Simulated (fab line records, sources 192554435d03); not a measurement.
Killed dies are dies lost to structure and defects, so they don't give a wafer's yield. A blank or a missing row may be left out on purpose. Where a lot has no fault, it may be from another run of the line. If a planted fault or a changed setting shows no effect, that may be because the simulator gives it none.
Lot-split experiment :: flow n5-finfet :: on a route of 1938 steps: 7 lots, 39 wafers read

## ABOUT THE SPLIT
At N5_BEOL_M12_DEP_53 (deposits SiCN from 3MS/NH3, target thk 30 nm, time 10.5 s), the setting target-thk-a was moved away from the recipe's 300 angstrom on 18 of the 39 wafers read, by -55.7% to +54.3%. All remaining wafers had this setting at the recipe value.

Reading taken at the split's own step.

## THE READING
SiCN_of_BEOL_M12_DEP_53.thk-nm (the simulator's own value, which no gauge read), in nm, at N5_BEOL_M12_DEP_53 (deposits SiCN from 3MS/NH3, target thk 30 nm, time 10.5 s). The file does not state a usual value for it. The 21 wafers here that ran the recipe average 30.0 nm, standard deviation 0.39 nm.

wafer: L084.1
tool, chamber at the split: pecvd-03, 1
target-thk-a as run, angstrom: 300
against the recipe: recipe
SiCN_of_BEOL_M12_DEP_53.thk-nm, nm: 30
against lot-mates on the recipe: -

wafer: L084.2
tool, chamber at the split: pecvd-03, 2
target-thk-a as run, angstrom: 202.9
against the recipe: -32.4%
SiCN_of_BEOL_M12_DEP_53.thk-nm, nm: 20
against lot-mates on the recipe: -10.2

wafer: L084.3
tool, chamber at the split: pecvd-03, 0
target-thk-a as run, angstrom: 202.9
against the recipe: -32.4%
SiCN_of_BEOL_M12_DEP_53.thk-nm, nm: 20.4
against lot-mates on the recipe: -9.8

wafer: L084.4
tool, chamber at the split: pecvd-03, 0
target-thk-a as run, angstrom: 300
against the recipe: recipe
SiCN_of_BEOL_M12_DEP_53.thk-nm, nm: 30.4
against lot-mates on the recipe: -

wafer: L084.5
tool, chamber at the split: pecvd-03, 1
target-thk-a as run, angstrom: 202.9
against the recipe: -32.4%
SiCN_of_BEOL_M12_DEP_53.thk-nm, nm: 20.2
against lot-mates on the recipe: -10.0

wafer: L084.6
tool, chamber at the split: pecvd-03, 2
target-thk-a as run, angstrom: 300
against the recipe: recipe
SiCN_of_BEOL_M12_DEP_53.thk-nm, nm: 30.2
against lot-mates on the recipe: -

wafer: L082.1
tool, chamber at the split: pecvd-03, 0
target-thk-a as run, angstrom: 300
against the recipe: recipe
SiCN_of_BEOL_M12_DEP_53.thk-nm, nm: 29.4
against lot-mates on the recipe: -

wafer: L082.2
tool, chamber at the split: pecvd-03, 1
target-thk-a as run, angstrom: 132.9
against the recipe: -55.7%
SiCN_of_BEOL_M12_DEP_53.thk-nm, nm: 12.8
against lot-mates on the recipe: -16.8

wafer: L082.3
tool, chamber at the split: pecvd-03, 2
target-thk-a as run, angstrom: 132.9
against the recipe: -55.7%
SiCN_of_BEOL_M12_DEP_53.thk-nm, nm: 12.6
against lot-mates on the recipe: -17.0

wafer: L082.4
tool, chamber at the split: pecvd-03, 0
target-thk-a as run, angstrom: 300
against the recipe: recipe
SiCN_of_BEOL_M12_DEP_53.thk-nm, nm: 29.8
against lot-mates on the recipe: -

wafer: L082.5
tool, chamber at the split: pecvd-03, 2
target-thk-a as run, angstrom: 300
against the recipe: recipe
SiCN_of_BEOL_M12_DEP_53.thk-nm, nm: 29.6
against lot-mates on the recipe: -

wafer: L082.6
tool, chamber at the split: pecvd-03, 1
target-thk-a as run, angstrom: 132.9
against the recipe: -55.7%
SiCN_of_BEOL_M12_DEP_53.thk-nm, nm: 13.2
against lot-mates on the recipe: -16.4

wafer: L085.1
tool, chamber at the split: pecvd-01, 2
target-thk-a as run, angstrom: 424.8
against the recipe: +41.6%
SiCN_of_BEOL_M12_DEP_53.thk-nm, nm: 43
against lot-mates on the recipe: +12.9

wafer: L085.2
tool, chamber at the split: pecvd-01, 1
target-thk-a as run, angstrom: 300
against the recipe: recipe
SiCN_of_BEOL_M12_DEP_53.thk-nm, nm: 29.6
against lot-mates on the recipe: -

wafer: L085.3
tool, chamber at the split: pecvd-01, 0
target-thk-a as run, angstrom: 424.8
against the recipe: +41.6%
SiCN_of_BEOL_M12_DEP_53.thk-nm, nm: 42.4
against lot-mates on the recipe: +12.3

wafer: L085.4
tool, chamber at the split: pecvd-01, 1
target-thk-a as run, angstrom: 300
against the recipe: recipe
SiCN_of_BEOL_M12_DEP_53.thk-nm, nm: 30.2
against lot-mates on the recipe: -

wafer: L085.5
tool, chamber at the split: pecvd-01, 2
target-thk-a as run, angstrom: 300
against the recipe: recipe
SiCN_of_BEOL_M12_DEP_53.thk-nm, nm: 30.4
against lot-mates on the recipe: -

wafer: L085.6
tool, chamber at the split: pecvd-01, 0
target-thk-a as run, angstrom: 424.8
against the recipe: +41.6%
SiCN_of_BEOL_M12_DEP_53.thk-nm, nm: 43.4
against lot-mates on the recipe: +13.3

wafer: L089.2
tool, chamber at the split: pecvd-01, 0,2
target-thk-a as run, angstrom: 300
against the recipe: recipe
SiCN_of_BEOL_M12_DEP_53.thk-nm, nm: 30
against lot-mates on the recipe: -

wafer: L089.3
tool, chamber at the split: pecvd-01, 0,2
target-thk-a as run, angstrom: 300
against the recipe: recipe
SiCN_of_BEOL_M12_DEP_53.thk-nm, nm: 30
against lot-mates on the recipe: -

wafer: L089.6
tool, chamber at the split: pecvd-01, 0
target-thk-a as run, angstrom: 300
against the recipe: recipe
SiCN_of_BEOL_M12_DEP_53.thk-nm, nm: 30.4
against lot-mates on the recipe: -

wafer: L092.1
tool, chamber at the split: pecvd-03, 1
target-thk-a as run, angstrom: 463
against the recipe: +54.3%
SiCN_of_BEOL_M12_DEP_53.thk-nm, nm: 45.8
against lot-mates on the recipe: +16.2

wafer: L092.2
tool, chamber at the split: pecvd-03, 2
target-thk-a as run, angstrom: 463
against the recipe: +54.3%
SiCN_of_BEOL_M12_DEP_53.thk-nm, nm: 45.6
against lot-mates on the recipe: +16.0

wafer: L092.3
tool, chamber at the split: pecvd-03, 0
target-thk-a as run, angstrom: 300
against the recipe: recipe
SiCN_of_BEOL_M12_DEP_53.thk-nm, nm: 29
against lot-mates on the recipe: -

wafer: L092.4
tool, chamber at the split: pecvd-03, 0
target-thk-a as run, angstrom: 463
against the recipe: +54.3%
SiCN_of_BEOL_M12_DEP_53.thk-nm, nm: 46.2
against lot-mates on the recipe: +16.6

wafer: L092.5
tool, chamber at the split: pecvd-03, 2
target-thk-a as run, angstrom: 300
against the recipe: recipe
SiCN_of_BEOL_M12_DEP_53.thk-nm, nm: 29.8
against lot-mates on the recipe: -

wafer: L092.6
tool, chamber at the split: pecvd-03, 1
target-thk-a as run, angstrom: 300
against the recipe: recipe
SiCN_of_BEOL_M12_DEP_53.thk-nm, nm: 30
against lot-mates on the recipe: -

wafer: L094.1
tool, chamber at the split: pecvd-03, 0
target-thk-a as run, angstrom: 389.3
against the recipe: +29.8%
SiCN_of_BEOL_M12_DEP_53.thk-nm, nm: 38.2
against lot-mates on the recipe: +8.5

wafer: L094.2
tool, chamber at the split: pecvd-03, 1
target-thk-a as run, angstrom: 300
against the recipe: recipe
SiCN_of_BEOL_M12_DEP_53.thk-nm, nm: 29.6
against lot-mates on the recipe: -

wafer: L094.3
tool, chamber at the split: pecvd-03, 2,0
target-thk-a as run, angstrom: 300
against the recipe: recipe
SiCN_of_BEOL_M12_DEP_53.thk-nm, nm: 29.8
against lot-mates on the recipe: -

wafer: L094.4
tool, chamber at the split: pecvd-03, 2,0
target-thk-a as run, angstrom: 300
against the recipe: recipe
SiCN_of_BEOL_M12_DEP_53.thk-nm, nm: 29.8
against lot-mates on the recipe: -

wafer: L094.5
tool, chamber at the split: pecvd-03, 1
target-thk-a as run, angstrom: 389.3
against the recipe: +29.8%
SiCN_of_BEOL_M12_DEP_53.thk-nm, nm: 39.4
against lot-mates on the recipe: +9.7

wafer: L094.6
tool, chamber at the split: pecvd-03, 2
target-thk-a as run, angstrom: 389.3
against the recipe: +29.8%
SiCN_of_BEOL_M12_DEP_53.thk-nm, nm: 39.6
against lot-mates on the recipe: +9.9

wafer: L096.1
tool, chamber at the split: pecvd-02, 1,0
target-thk-a as run, angstrom: 300
against the recipe: recipe
SiCN_of_BEOL_M12_DEP_53.thk-nm, nm: 30.4
against lot-mates on the recipe: -

wafer: L096.3
tool, chamber at the split: pecvd-02, 1,0
target-thk-a as run, angstrom: 300
against the recipe: recipe
SiCN_of_BEOL_M12_DEP_53.thk-nm, nm: 30.4
against lot-mates on the recipe: -

wafer: L096.2
tool, chamber at the split: pecvd-02, 2
target-thk-a as run, angstrom: 416.4
against the recipe: +38.8%
SiCN_of_BEOL_M12_DEP_53.thk-nm, nm: 41.8
against lot-mates on the recipe: +11.3

wafer: L096.4
tool, chamber at the split: pecvd-02, 1
target-thk-a as run, angstrom: 300
against the recipe: recipe
SiCN_of_BEOL_M12_DEP_53.thk-nm, nm: 30.6
against lot-mates on the recipe: -

wafer: L096.5
tool, chamber at the split: pecvd-02, 0
target-thk-a as run, angstrom: 416.4
against the recipe: +38.8%
SiCN_of_BEOL_M12_DEP_53.thk-nm, nm: 42.2
against lot-mates on the recipe: +11.7

wafer: L096.6
tool, chamber at the split: pecvd-02, 2
target-thk-a as run, angstrom: 416.4
against the recipe: +38.8%
SiCN_of_BEOL_M12_DEP_53.thk-nm, nm: 42.4
against lot-mates on the recipe: +11.9
The file does not say which wafer passed through which chamber wherever a row lists several chambers: such a row stands for several wafers.

FIT RESULTS
A straight line over all 39 wafers: SiCN_of_BEOL_M12_DEP_53.thk-nm changes by +0.304 nm for each +1% of target-thk-a; r = +1.00; the points scatter about the line by 0.45 nm.
The same after taking each lot's own level away (the mean of its wafers on the recipe; 39 wafers): +0.303 nm for each +1%; r = +1.00; scatter 0.34 nm.
On that fit, the largest move of target-thk-a shifts the reading by 17 nm.
Across the lots, their own levels run from 29.60 to 30.47 nm, a range of 2.2 times the standard deviation given above.
The two slopes are in agreement: the lot-to-lot level therefore moves the slope only a little.
Check: with one of the wafers moved furthest among these (-55.7%) left out of the fit, the line predicts -16.9 nm for it against its lot-mates. Against them it came out at -16.8 nm.

## THESE WAFERS: OTHER SPLITS
These wafers also went through other splits before the reading. Each is held against what the fit with the lots' levels taken away leaves over:
other split on the same wafers: N5_ZERO_LAYER_ETCH_18 target-depth-a
wafers away from the commonest value: 12
r with SiCN_of_BEOL_M12_DEP_53.thk-nm (lot level and that fit taken away): -0.03

other split on the same wafers: N5_FIN_CUT_CUT_ETCH_15 target-depth-a
wafers away from the commonest value: 15
r with SiCN_of_BEOL_M12_DEP_53.thk-nm (lot level and that fit taken away): +0.08

other split on the same wafers: N5_ILD0_PRECLEAN_10 time-s
wafers away from the commonest value: 12
r with SiCN_of_BEOL_M12_DEP_53.thk-nm (lot level and that fit taken away): -0.06

other split on the same wafers: N5_MOL_CONTACT_COAG_CVD_140 target-thk-a
wafers away from the commonest value: 15
r with SiCN_of_BEOL_M12_DEP_53.thk-nm (lot level and that fit taken away): -0.04

other split on the same wafers: N5_BEOL_M7_PECVD_70 time-s
wafers away from the commonest value: 15
r with SiCN_of_BEOL_M12_DEP_53.thk-nm (lot level and that fit taken away): -0.21

other split on the same wafers: N5_BEOL_M10_VIA_ETCH_34 time-s
wafers away from the commonest value: 15
r with SiCN_of_BEOL_M12_DEP_53.thk-nm (lot level and that fit taken away): -0.07

## FILE'S OWN FIT
SiCN_of_BEOL_M12_DEP_53.thk-nm changes by +0.303 nm for each +1% of target-thk-a, r = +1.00.
